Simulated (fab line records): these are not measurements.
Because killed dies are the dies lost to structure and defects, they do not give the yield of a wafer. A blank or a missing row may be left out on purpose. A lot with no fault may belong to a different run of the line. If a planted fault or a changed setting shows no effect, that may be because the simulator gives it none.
What tool caused it? | flow n5 finfet | 24 lots with 72 wafers sampled at 6 steps, on a route of 1938 steps

WHAT EACH GAUGE READ, for each wafer
N5_BEOL_M10_OVL_MEAS_29. Usual: V9_OVL gives 0.3 nm (standard deviation 0.67).
lot  | measured     | on         | V9_OVL (nm)    | flag
L074 | day 9 21:49  | overlay-02 | 1.6 1.3 1.0    |
L076 | day 9 21:38  | overlay-02 | 0.1 0.3 -0.5   |
L075 | day 10 06:13 | overlay-02 | 1.5 1.1 1.4    |
L078 | day 10 09:17 | overlay-02 | -0.2 -0.3 -0.3 |
L077 | day 10 09:01 | overlay-01 | -1.4 0.4 0.6   |
L079 | day 11 05:12 | overlay-01 | -0.9 -0.6 0.0  |
L080 | day 11 15:44 | overlay-02 | 0.4 0.8 0.3    |
L081 | day 12 00:06 | overlay-02 | 0.3 -0.5 0.1   |
L082 | day 12 00:08 | overlay-01 | 0.6 0.0 -0.5   |
L084 | day 12 16:46 | overlay-01 | 0.4 -0.9 -0.3  |
L083 | day 12 17:08 | overlay-02 | 0.8 1.3 0.1    |
L086 | day 13 03:22 | overlay-01 | -0.6 -0.2 0.9  |
L085 | day 13 03:53 | overlay-01 | -0.1 0.0 -0.6  |
L087 | day 13 09:33 | overlay-01 | 0.6 -0.1 0.0   |
L088 | day 13 10:46 | overlay-01 | 0.1 0.8 1.8    |
L089 | day 13 18:04 | overlay-01 | 0.8 0.9 0.5    |
L091 | day 14 12:21 | overlay-02 | 0.3 0.7 -0.4   |
L090 | day 14 12:28 | overlay-02 | 0.4 0.6 0.5    |
L092 | day 14 16:08 | overlay-01 | 0.4 0.0 0.8    |
L093 | day 15 07:23 | overlay-02 | 0.3 0.7 0.2    |
L096 | day 15 11:49 | overlay-01 | -0.1 -0.2 0.4  |
L095 | day 15 18:24 | overlay-02 | 0.6 1.9 0.4    |
L094 | day 15 18:26 | overlay-01 | -0.2 0.7 -0.2  |
L097 | day 16 13:14 | overlay-01 | 0.8 1.0 0.4    |

N5_BEOL_M10_CD_MEAS_35: the cd target is 70 nm. Usual: cd nm 70.1 nm, standard deviation 0.6.
lot  | measured     | on        | cd nm (nm)     | flag
L074 | day 9 22:31  | cd sem-02 | 69.6 69.7 69.6 |
L076 | day 9 22:22  | cd sem-02 | 69.5 68.6 68.9 |
L075 | day 10 07:01 | cd sem-02 | 70.1 70.2 70.3 |
L078 | day 10 10:16 | cd sem-01 | 69.5 69.7 69.5 |
L077 | day 10 09:43 | cd sem-03 | 69.9 70.4 70.5 |
L079 | day 11 05:54 | cd sem-03 | 71.1 70.0 69.8 |
L080 | day 11 16:26 | cd sem-01 | 70.5 69.0 70.2 |
L081 | day 12 00:48 | cd sem-02 | 69.5 69.5 69.7 |
L082 | day 12 00:51 | cd sem-02 | 70.2 70.2 70.4 |
L084 | day 12 17:28 | cd sem-03 | 69.9 69.4 70.4 |
L083 | day 12 17:50 | cd sem-01 | 70.8 71.7 70.0 |
L086 | day 13 04:05 | cd sem-03 | 69.9 70.2 70.6 |
L085 | day 13 05:32 | cd sem-03 | 70.6 69.6 70.6 |
L087 | day 13 10:34 | cd sem-02 | 68.6 70.2 70.2 |
L088 | day 13 11:28 | cd sem-01 | 70.8 70.1 69.9 |
L089 | day 13 18:46 | cd sem-03 | 69.7 70.7 69.5 |
L091 | day 14 13:08 | cd sem-03 | 69.7 70.1 70.8 |
L090 | day 14 13:31 | cd sem-01 | 70.1 69.9 70.3 |
L092 | day 14 17:06 | cd sem-01 | 70.3 70.1 69.9 |
L093 | day 15 08:05 | cd sem-02 | 69.6 70.2 69.5 |
L096 | day 15 12:32 | cd sem-02 | 70.2 71.5 71.2 |
L095 | day 15 19:12 | cd sem-03 | 69.2 70.1 70.4 |
L094 | day 15 19:16 | cd sem-02 | 68.5 68.9 69.1 |
L097 | day 16 13:56 | cd sem-03 | 70.3 71.0 70.5 |

EACH LOT AND THE TOOL THAT RAN IT (in order: tool; ch and the chambers of the sampled wafers; start)
lot  | N5_BEOL_M9_ETCH_65                 | N5_BEOL_M9_CURE_72            | N5_BEOL_M9_DEGAS_44          | N5_BEOL_M9_SPUTTER_48
L074 | rie diel-05 ch 0,2,3, day 9 13:16  | uv cure-02 ch 2, day 9 13:59  | pvd sputter-03, day 9 14:31  | pvd sputter-03, day 9 15:32
L076 | rie diel-04 ch 1,3, day 9 15:11    | uv cure-01 ch 1, day 9 15:47  | pvd sputter-03, day 9 16:07  | pvd sputter-03, day 9 16:41
L075 | rie diel-02 ch 1,2,3, day 9 21:52  | uv cure-01 ch 1, day 9 22:31  | pvd sputter-03, day 9 22:53  | pvd sputter-01, day 9 23:40
L078 | rie diel-05 ch 0,1,3, day 10 03:13 | uv cure-02 ch 0, day 10 03:49 | pvd sputter-01, day 10 04:19 | pvd sputter-03, day 10 05:08
L077 | rie diel-05 ch 1,2,3, day 10 03:38 | uv cure-01 ch 0, day 10 04:17 | pvd sputter-02, day 10 04:38 | pvd sputter-02, day 10 05:26
L079 | rie diel-04 ch 2,3, day 10 19:11   | uv cure-01 ch 0, day 10 19:47 | pvd sputter-01, day 10 21:52 | pvd sputter-01, day 10 22:29
L080 | rie diel-04 ch 0,1,2, day 11 05:28 | uv cure-01 ch 0, day 11 06:07 | pvd sputter-03, day 11 06:31 | pvd sputter-01, day 11 07:20
L081 | rie diel-05 ch 0,2,3, day 11 15:50 | uv cure-03 ch 1, day 11 16:25 | pvd sputter-02, day 11 16:55 | pvd sputter-03, day 11 17:45
L082 | rie diel-02 ch 0,1,2, day 11 15:52 | uv cure-01 ch 2, day 11 16:34 | pvd sputter-02, day 11 17:20 | pvd sputter-03, day 11 18:03
L084 | rie diel-04 ch 0,3, day 12 09:09   | uv cure-01 ch 1, day 12 09:57 | pvd sputter-03, day 12 10:40 | pvd sputter-03, day 12 11:25
L083 | rie diel-02 ch 0,3, day 12 09:14   | uv cure-02 ch 0, day 12 09:50 | pvd sputter-02, day 12 10:41 | pvd sputter-03, day 12 11:29
L086 | rie diel-05 ch 0,1, day 12 19:38   | uv cure-01 ch 0, day 12 20:14 | pvd sputter-01, day 12 20:36 | pvd sputter-02, day 12 21:38
L085 | rie diel-04 ch 0,1, day 12 20:16   | uv cure-02 ch 0, day 12 20:52 | pvd sputter-02, day 12 21:43 | pvd sputter-03, day 12 23:31
L087 | rie diel-04 ch 0,1,3, day 13 02:29 | uv cure-01 ch 2, day 13 03:11 | pvd sputter-02, day 13 03:44 | pvd sputter-02, day 13 04:32
L088 | rie diel-02 ch 2,3, day 13 04:16   | uv cure-01 ch 0, day 13 04:55 | pvd sputter-03, day 13 05:11 | pvd sputter-01, day 13 06:11
L089 | rie diel-02 ch 0,2,3, day 13 09:56 | uv cure-03 ch 1, day 13 10:32 | pvd sputter-01, day 13 11:46 | pvd sputter-01, day 13 12:31
L091 | rie diel-02 ch 0,2,3, day 14 03:29 | uv cure-03 ch 0, day 14 04:05 | pvd sputter-02, day 14 04:25 | pvd sputter-02, day 14 05:07
L090 | rie diel-02 ch 0,1,2, day 14 04:06 | uv cure-01 ch 1, day 14 04:48 | pvd sputter-02, day 14 05:11 | pvd sputter-02, day 14 05:47
L092 | rie diel-02 ch 0,3, day 14 08:05   | uv cure-02 ch 0, day 14 08:44 | pvd sputter-02, day 14 09:02 | pvd sputter-03, day 14 12:38
L093 | rie diel-02 ch 0,3, day 14 21:23   | uv cure-02 ch 1, day 14 22:14 | pvd sputter-02, day 14 23:30 | pvd sputter-02, day 15 00:10
L096 | rie diel-05 ch 1,2,3, day 15 05:04 | uv cure-02 ch 2, day 15 05:43 | pvd sputter-02, day 15 05:59 | pvd sputter-01, day 15 06:56
L095 | rie diel-02 ch 0,1,3, day 15 07:41 | uv cure-02 ch 2, day 15 08:34 | pvd sputter-03, day 15 08:59 | pvd sputter-02, day 15 12:33
L094 | rie diel-02 ch 0,2, day 15 08:14   | uv cure-02 ch 2, day 15 08:52 | pvd sputter-01, day 15 12:26 | pvd sputter-01, day 15 13:08
L097 | rie diel-02 ch 1,2, day 16 05:49   | uv cure-02 ch 2, day 16 06:25 | pvd sputter-01, day 16 06:44 | pvd sputter-02, day 16 08:44
- N5_BEOL_M9_ETCH_65: etches SiARC in CF4, target depth 15.6 nm, time 26 s.
- N5_BEOL_M9_CURE_72: cures SiCOH lowk, time 120 s.
- N5_BEOL_M9_DEGAS_44: time 60 s.
- N5_BEOL_M9_SPUTTER_48: material Cu, target thk 12 nm, time 2 s.

AS READ BY THE TOOLS THEMSELVES (means over the sampled wafers that have a number; for cases with no such wafer, the mark the record gives instead)
N5_BEOL_M9_ETCH_65. Usual: drypump motor current A 5.9 A, standard deviation 0.58; etch rf on time s 26.3 s, standard deviation 0.75; oes product au 0.70 a.u., standard deviation 0.074; rf vpp V 184.2 V, standard deviation 1.3; showerhead plenum p Torr 2.16 Torr, standard deviation 0.068; throttle valve pct 15.57 %, standard deviation 0.23.
lot  | tool        | drypump motor current A (A) | etch rf on time s (s) | oes product au (a.u.) | rf vpp V (V) | showerhead plenum p Torr (Torr) | throttle valve pct (%) | flag
L074 | rie diel-05 | 6.1                         | 26.0                  | 0.68                  | 183.4        | 2.12                            | 15.55                  |
L076 | rie diel-04 | 5.4                         | 26.5                  | 0.64                  | 185.3        | 2.23                            | 15.49                  |
L075 | rie diel-02 | 6.5                         | 26.8                  | 0.70                  | 183.5        | 2.14                            | 15.69                  |
L078 | rie diel-05 | 5.8                         | 26.2                  | 0.64                  | 184.1        | 2.11                            | 15.55                  |
L077 | rie diel-05 | 6.1                         | 26.4                  | 0.69                  | 183.8        | 2.08                            | 15.54                  |
L079 | rie diel-04 | 5.6                         | 25.9                  | 0.65                  | 184.1        | 2.22                            | 15.54                  |
L080 | rie diel-04 | 5.5                         | 26.0                  | 0.73                  | 184.4        | 2.19                            | 15.51                  |
L081 | rie diel-05 | 6.1                         | 26.1                  | 0.67                  | 184.0        | 2.12                            | 15.58                  |
L082 | rie diel-02 | 6.0                         | 26.1                  | 0.75                  | 184.2        | 2.18                            | 15.58                  |
L084 | rie diel-04 | 5.5                         | 26.4                  | 0.76                  | 185.8        | 2.24                            | 15.36                  |
L083 | rie diel-02 | 5.5                         | 25.1                  | 0.76                  | 184.6        | 2.22                            | 15.45                  |
L086 | rie diel-05 | 5.5                         | 25.7                  | 0.63                  | 183.3        | 2.10                            | 15.59                  |
L085 | rie diel-04 | 5.3                         | 26.2                  | 0.78                  | 184.5        | 2.19                            | 15.34                  |
L087 | rie diel-04 | 5.4                         | 26.2                  | 0.76                  | 184.1        | 2.21                            | 15.36                  |
L088 | rie diel-02 | 6.6                         | 27.0                  | 0.64                  | 184.3        | 2.13                            | 15.83                  |
L089 | rie diel-02 | 6.1                         | 26.2                  | 0.70                  | 184.4        | 2.18                            | 15.68                  |
L091 | rie diel-02 | 6.1                         | 26.2                  | 0.69                  | 183.9        | 2.18                            | 15.69                  |
L090 | rie diel-02 | 6.0                         | 26.5                  | 0.72                  | 184.7        | 2.17                            | 15.60                  |
L092 | rie diel-02 | 6.0                         | 26.3                  | 0.67                  | 184.5        | 2.17                            | 15.62                  |
L093 | rie diel-02 | 5.5                         | 25.5                  | 0.74                  | 184.9        | 2.21                            | 15.48                  |
L096 | rie diel-05 | 6.1                         | 26.2                  | 0.66                  | 182.9        | 2.07                            | 15.61                  |
L095 | rie diel-02 | 5.9                         | 26.2                  | 0.70                  | 183.7        | 2.16                            | 15.57                  |
L094 | rie diel-02 | 5.6                         | 25.6                  | 0.75                  | 184.7        | 2.22                            | 15.55                  |
L097 | rie diel-02 | 6.5                         | 26.8                  | 0.66                  | 183.5        | 2.13                            | 15.85                  |

N5_BEOL_M9_CURE_72. Usual: lamp power pct 52.31 %, standard deviation 0.052; wafer_temp_C_max 371.6, standard deviation 0.4.
lot  | tool       | lamp power pct (%) | wafer_temp_C_max | flag
L074 | uv cure-02 | 52.35              | 371.7            |
L076 | uv cure-01 | 52.32              | 371.5            |
L075 | uv cure-01 | 52.32              | 370.9            |
L078 | uv cure-02 | 52.28              | 371.5            |
L077 | uv cure-01 | 52.32              | 371.4            |
L079 | uv cure-01 | 52.34              | 371.6            |
L080 | uv cure-01 | 52.33              | 371.6            |
L081 | uv cure-03 | 52.31              | 371.9            |
L082 | uv cure-01 | 52.33              | 372.0            |
L084 | uv cure-01 | 52.37              | 371.2            |
L083 | uv cure-02 | 52.30              | 371.4            |
L086 | uv cure-01 | 52.33              | 371.4            |
L085 | uv cure-02 | 52.37              | 371.2            |
L087 | uv cure-01 | 52.30              | 371.7            |
L088 | uv cure-01 | 52.24              | 371.3            |
L089 | uv cure-03 | 52.29              | 371.7            |
L091 | uv cure-03 | 52.28              | 371.8            |
L090 | uv cure-01 | 52.29              | 371.4            |
L092 | uv cure-02 | 52.32              | 371.2            |
L093 | uv cure-02 | 52.36              | 372.6            |
L096 | uv cure-02 | 52.31              | 371.5            |
L095 | uv cure-02 | 52.30              | 371.8            |
L094 | uv cure-02 | 52.31              | 371.3            |
L097 | uv cure-02 | 52.30              | 371.7            |

N5_BEOL_M9_DEGAS_44. Usual: heater power w 335 W, standard deviation 25.
lot  | tool           | heater power w (W) | flag
L074 | pvd sputter-03 | 320                |
L076 | pvd sputter-03 | 332                |
L075 | pvd sputter-03 | 334                |
L078 | pvd sputter-01 | 318                |
L077 | pvd sputter-02 | 341                |
L079 | pvd sputter-01 | 346                |
L080 | pvd sputter-03 | 329                |
L081 | pvd sputter-02 | 349                |
L082 | pvd sputter-02 | 331                |
L084 | pvd sputter-03 | 328                |
L083 | pvd sputter-02 | 334                |
L086 | pvd sputter-01 | 335                |
L085 | pvd sputter-02 | 348                |
L087 | pvd sputter-02 | 318                |
L088 | pvd sputter-03 | 326                |
L089 | pvd sputter-01 | 317                |
L091 | pvd sputter-02 | 344                |
L090 | pvd sputter-02 | 327                |
L092 | pvd sputter-02 | 360                |
L093 | pvd sputter-02 | 318                |
L096 | pvd sputter-02 | 338                |
L095 | pvd sputter-03 | 327                |
L094 | pvd sputter-01 | 353                |
L097 | pvd sputter-01 | 334                |

N5_BEOL_M9_SPUTTER_48. Usual: cathode dc power W 26000 W, standard deviation 5; throttle valve pct 29.9 %, standard deviation 0.98.
lot  | tool           | cathode dc power W (W) | throttle valve pct (%) | flag
L074 | pvd sputter-03 | 25999                  | 30.8                   |
L076 | pvd sputter-03 | 26001                  | 29.9                   |
L075 | pvd sputter-01 | 25996                  | 30.9                   |
L078 | pvd sputter-03 | 26004                  | 29.2                   |
L077 | pvd sputter-02 | 25995                  | 29.1                   |
L079 | pvd sputter-01 | 26000                  | 30.3                   |
L080 | pvd sputter-01 | 25997                  | 30.5                   |
L081 | pvd sputter-03 | 25999                  | 30.0                   |
L082 | pvd sputter-03 | 25995                  | 31.3                   |
L084 | pvd sputter-03 | 25999                  | 29.8                   |
L083 | pvd sputter-03 | 26000                  | 29.6                   |
L086 | pvd sputter-02 | 26004                  | 29.3                   |
L085 | pvd sputter-03 | 26001                  | 30.7                   |
L087 | pvd sputter-02 | 26001                  | 29.2                   |
L088 | pvd sputter-01 | 25999                  | 30.3                   |
L089 | pvd sputter-01 | 25997                  | 30.0                   |
L091 | pvd sputter-02 | 26004                  | 29.2                   |
L090 | pvd sputter-02 | 25994                  | 29.3                   |
L092 | pvd sputter-03 | 25998                  | 30.2                   |
L093 | pvd sputter-02 | 25998                  | 28.9                   |
L096 | pvd sputter-01 | 26001                  | 29.9                   |
L095 | pvd sputter-02 | 26001                  | 28.9                   |
L094 | pvd sputter-01 | 26005                  | 30.1                   |
L097 | pvd sputter-02 | 25993                  | 29.1                   |

THE ANSWER, worked out from the rows above alone
Rule: a lot counts as off when the mean over its wafers that have a number is more than 3 standard deviations away from the usual mean. Also off: a lot with no number at a reading for which 4 or more lots have one. The other lots that the step has rows for count as sound. Order of review: gauges by route order, followed by the tools' own readings, for which a lot's mean as printed above is used. At the first step where some lot is off, the reading lying furthest off is the one used; lots without a number count as furthest.
None of the lots is off at any reading shown; this tells nothing.

WHAT HAD BEEN PUT IN BY THE SIMULATOR
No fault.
